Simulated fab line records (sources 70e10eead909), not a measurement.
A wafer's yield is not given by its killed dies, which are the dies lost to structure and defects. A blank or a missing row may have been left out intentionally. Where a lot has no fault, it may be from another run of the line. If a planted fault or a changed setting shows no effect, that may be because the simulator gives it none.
Chamber matching	flow nandHarc	3 sister chambers for NHARC_A_CONTACT_DEP_85 on pecvd-02
The step deposits SiON, target thk 60 nm. 16 wafers are shown with their chamber, then 8 later ones without.

WAFERS PAIRED WITH THEIR CHAMBERS
wafer	chamber	showerheadVppV (V)	heaterPowerW (W)
L167.1	0	1173	742
L167.5	1	1167	874
L167.6	0	1188	745
L169.1	0	1192	775
L169.3	2	1070	707
L169.5	0	1207	751
L172.3	1	1149	850
L172.5	2	1094	700
L172.6	0	1195	720
L174.3	0	1200	684
L174.4	0	1207	693
L174.5	1	1174	957
L179.2	0	1200	787
L179.4	0	1200	778
L179.5	1	1152	853
L180.2	0	1206	792

SIGNATURES, as means of the wafers listed above
reading	chamber 0	chamber 1	chamber 2	scatter within a chamber
showerheadVppV	1196.80	1160.50	1082.00	11.5
heaterPowerW	746.70	883.50	703.50	39.8
Rule: distance of a wafer from a chamber = root of the sum over the readings of ((wafer's reading minus chamber's mean) / reading's scatter) squared. If the next closest chamber is less than 2 further off than the closest, the wafer can't be placed; otherwise it belongs to the closest. The scatter: take each reading less its chamber's mean, square it, sum over the shown wafers, divide by the number of wafers less the number of chambers, and take the root.

WAFERS WITH NO CHAMBER GIVEN
wafer	showerheadVppV (V)	heaterPowerW (W)
L180.5	1154	839
L180.6	1080	734
L182.4	1206	823
L182.5	1193	791
L182.6	1162	924
L190.2	1105	750
L190.3	1165	790
L190.5	1214	704

EACH ONE'S CHAMBER
wafer	from the rows above	in truth
L180.5	1	1
L180.6	2	2
L182.4	0	0
L182.5	0	0
L182.6	1	1
L190.2	2	2
L190.3	can't be placed: 1 or 0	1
L190.5	0	0
Correct placement for 7 of the 8. Not placeable from these rows: 1 (in 1, the candidates include the true chamber). Wrongly placed: 0.
